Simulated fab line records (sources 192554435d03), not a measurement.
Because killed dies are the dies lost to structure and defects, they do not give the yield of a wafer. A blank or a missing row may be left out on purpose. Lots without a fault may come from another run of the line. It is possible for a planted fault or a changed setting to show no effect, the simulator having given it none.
Lot-split experiment + flow n5_finfet + 7 lots, 21 wafers read, on a route of 1938 steps

ABOUT THE SPLIT
At N5_FIN_CUT_COAT_18 (time 60 s, resist thk 230 nm), the setting spin_rpm was moved away from the recipe's 1500 rpm on 9 of the 21 wafers read, by -9.9% to -3.2%. This setting was run at the recipe's value on the other wafers.

FROM THE SPLIT TO THE READING: what the file shows between them, 8 steps
- N5_FIN_CUT_EXPOSE_05: exposes mask FIN CUT (also split here: dose_mj)
- N5_FIN_CUT_PEB_06: peb time 60 s
- N5_FIN_CUT_DEVELOP_07: develop time 30 s
- N5_FIN_CUT_CD_MEAS_08: target cd 29.1 nm
- N5_FIN_CUT_DESCUM_13: chemistry O2, time 7 s
- N5_FIN_CUT_ETCH_30: etches underlayer in N2/H2, target depth 13 nm, time 10.4 s
- N5_FIN_CUT_ETCH_20: etches SiARC in CF4, target depth 26 nm, time 43.3 s
- N5_FIN_CUT_ETCH_21: etches SOC in N2/H2, target depth 219 nm, overetch 43.8 nm, time 523.5 s

THE READING
SOC_of_FIN_CUT_COAT_18.thk_nm (the simulator's own value, which no gauge read), in nm, at N5_FIN_CUT_CUT_ETCH_15 (etches Si in HBr/Cl2/O2, target depth 100 nm, bt time 10 s, time 42.4 s). There is no usual value for it anywhere in the file. Here, 12 wafers ran the recipe; their average is 170.0 nm with a standard deviation of 0.79 nm.

| wafer  | tool, chamber at the split | spin_rpm as run, rpm | against the recipe | SOC_of_FIN_CUT_COAT_18.thk_nm, nm | against lot-mates on the recipe |
|--------|----------------------------|----------------------|--------------------|-----------------------------------|---------------------------------|
| L075.1 | litho_track-04, 0          | 1500                 | recipe             | 170                               | -                               |
| L075.2 | litho_track-04, 0          | 1500                 | recipe             | 170.2                             | -                               |
| L075.3 | litho_track-04, 0          | 1500                 | recipe             | 169.8                             | -                               |
| L076.1 | litho_track-02, 0          | 1500                 | recipe             | 169.8                             | -                               |
| L076.5 | litho_track-02, 0          | 1500                 | recipe             | 169.8                             | -                               |
| L076.4 | litho_track-02, 0          | 1500                 | recipe             | 170.4                             | -                               |
| L085.1 | litho_track-04, 0          | 1452                 | -3.2%              | 174.6                             | +4.4                            |
| L085.3 | litho_track-04, 0          | 1452                 | -3.2%              | 174.2                             | +4.0                            |
| L085.6 | litho_track-04, 0          | 1500                 | recipe             | 170.2                             | -                               |
| L087.1 | litho_track-04, 0          | 1351                 | -9.9%              | 183.6                             | +13.6                           |
| L087.2 | litho_track-04, 0          | 1351                 | -9.9%              | 184.6                             | +14.6                           |
| L087.3 | litho_track-04, 0          | 1500                 | recipe             | 170                               | -                               |
| L089.4 | litho_track-04, 0          | 1500                 | recipe             | 170                               | -                               |
| L089.5 | litho_track-04, 0          | 1435                 | -4.3%              | 176.2                             | +6.2                            |
| L089.6 | litho_track-04, 0          | 1435                 | -4.3%              | 176                               | +6.0                            |
| L090.1 | litho_track-02, 0          | 1500                 | recipe             | 169.4                             | -                               |
| L090.2 | litho_track-02, 0          | 1451                 | -3.3%              | 175.4                             | +6.4                            |
| L090.5 | litho_track-02, 0          | 1500                 | recipe             | 168.6                             | -                               |
| L091.3 | litho_track-05, 0          | 1410                 | -6.0%              | 177.6                             | +5.4                            |
| L091.4 | litho_track-05, 0          | 1410                 | -6.0%              | 179.6                             | +7.4                            |
| L091.5 | litho_track-05, 0          | 1500                 | recipe             | 172.2                             | -                               |

THE FIT
A straight line over all 21 wafers: SOC_of_FIN_CUT_COAT_18.thk_nm changes by -1.42 nm for each +1% of spin_rpm; r = -0.99; the points scatter about the line by 0.75 nm.
The same after taking each lot's own level away (the mean of its wafers on the recipe; 21 wafers): -1.35 nm for each +1%; r = -0.98; scatter 0.86 nm.
Per that fit: largest spin_rpm move, reading shift of 13 nm.
From 169.00 to 172.20 nm: that is the span of the lots' own levels, equal to 4.0 times the standard deviation above.
The two slopes are in agreement: the lot-to-lot level therefore moves the slope only a little.
Check: with one of the wafers moved furthest among these (-9.9%) left out of the fit, the line predicts +13.4 nm for it against its lot-mates. Against them it came out at +13.6 nm.

THESE WAFERS: OTHER SPLITS
These wafers also went through other splits before the reading. Each is held against what the fit with the lots' levels taken away leaves over:
| other split on the same wafers          | wafers away from the commonest value | r with SOC_of_FIN_CUT_COAT_18.thk_nm (lot level and that fit taken away) |
|-----------------------------------------|--------------------------------------|--------------------------------------------------------------------------|
| N5_ZERO_LAYER_EXPOSE_08 dose_mj         | 6                                    | -0.48                                                                    |
| N5_ZERO_LAYER_DEVELOP_10 develop_time_s | 8                                    | +0.23                                                                    |
| N5_FIN_SAQP_PECVD_06 time_s             | 8                                    | -0.52                                                                    |
| N5_FIN_CUT_EXPOSE_05 dose_mj            | 5                                    | -0.20                                                                    |

THE WHOLE CHAIN: every reading that the file lists as answering this split, in the file's order
| step                   | what it does                                                             | reading                                                                        | change (the file's fit)              | r (the file's) |
|------------------------|--------------------------------------------------------------------------|--------------------------------------------------------------------------------|--------------------------------------|----------------|
| N5_FIN_CUT_COAT_18     | time 60 s, resist thk 230 nm                                             | SOC_of_FIN_CUT_COAT_18.thk_nm (the simulator's own value, which no gauge read) | -1.29 nm for each +1% of the setting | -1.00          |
| N5_FIN_CUT_ETCH_21     | etches SOC in N2/H2, target depth 219 nm, overetch 43.8 nm, time 523.5 s | etch.depth_nm (the simulator's own value, which no gauge read)                 | -1.29 nm for each +1% of the setting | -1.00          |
| N5_FIN_CUT_CUT_ETCH_15 | etches Si in HBr/Cl2/O2, target depth 100 nm, bt time 10 s, time 42.4 s  | SOC_of_FIN_CUT_COAT_18.thk_nm (the simulator's own value, which no gauge read) | -1.37 nm for each +1% of the setting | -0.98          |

THE FILE'S OWN FIT
SOC_of_FIN_CUT_COAT_18.thk_nm changes by -1.37 nm for each +1% of spin_rpm, r = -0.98.
